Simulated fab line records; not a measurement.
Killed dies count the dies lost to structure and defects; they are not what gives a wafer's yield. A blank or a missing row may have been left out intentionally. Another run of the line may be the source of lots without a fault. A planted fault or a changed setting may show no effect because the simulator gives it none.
Chamber matching :: flow n5 finfet :: 4 sister chambers for N5_GATE_CUT_ETCH_36 on rie diel-06
The step etches SiARC in CF4, target depth 13 nm, time 21.7 s. 8 wafers are shown with their chamber, then 6 later ones without.

EACH WAFER AND ITS CHAMBER
wafer: L298.4
chamber: 2
showerhead plenum p Torr (Torr): 2.26
throttle valve pct (%): 15.35

wafer: L300.2
chamber: 1
showerhead plenum p Torr (Torr): 2.10
throttle valve pct (%): 15.23

wafer: L300.3
chamber: 3
showerhead plenum p Torr (Torr): 2.21
throttle valve pct (%): 15.46

wafer: L300.4
chamber: 2
showerhead plenum p Torr (Torr): 2.26
throttle valve pct (%): 15.34

wafer: L303.5
chamber: 0
showerhead plenum p Torr (Torr): 2.04
throttle valve pct (%): 15.70

wafer: L303.6
chamber: 3
showerhead plenum p Torr (Torr): 2.21
throttle valve pct (%): 15.48

wafer: L304.4
chamber: 0
showerhead plenum p Torr (Torr): 2.04
throttle valve pct (%): 15.69

wafer: L304.5
chamber: 1
showerhead plenum p Torr (Torr): 2.09
throttle valve pct (%): 15.25

WAFERS WITHOUT THEIR CHAMBER
wafer: L304.6
showerhead plenum p Torr (Torr): 2.04
throttle valve pct (%): 15.69

wafer: L312.3
showerhead plenum p Torr (Torr): 2.04
throttle valve pct (%): 15.71

wafer: L312.4
showerhead plenum p Torr (Torr): 2.09
throttle valve pct (%): 15.27

wafer: L316.2
showerhead plenum p Torr (Torr): 2.09
throttle valve pct (%): 15.30

wafer: L316.3
showerhead plenum p Torr (Torr): 2.03
throttle valve pct (%): 15.73

wafer: L316.6
showerhead plenum p Torr (Torr): 2.09
throttle valve pct (%): 15.31

EACH ONE'S CHAMBER
wafer: L304.6
from the rows above: 0
in truth: 0

wafer: L312.3
from the rows above: 0
in truth: 0

wafer: L312.4
from the rows above: 1
in truth: 1

wafer: L316.2
from the rows above: 1
in truth: 1

wafer: L316.3
from the rows above: 0
in truth: 0

wafer: L316.6
from the rows above: 1
in truth: 1
Placed correctly: 6 of 6. Number that these rows cannot place: 0. Number placed wrongly: 0.
How it was worked out, from the rows above alone: a wafer's distance from a chamber is the root of the sum, over the readings, of the square of ((its reading less the chamber's mean) divided by the reading's scatter). The wafer belongs to the nearest chamber; if the next one is less than 2 further off, it can't be placed. A chamber's mean is the mean of its shown wafers. The scatter: the root of (the sum of the squares of (reading less its chamber's mean) over the shown wafers, divided by (wafers less chambers)).
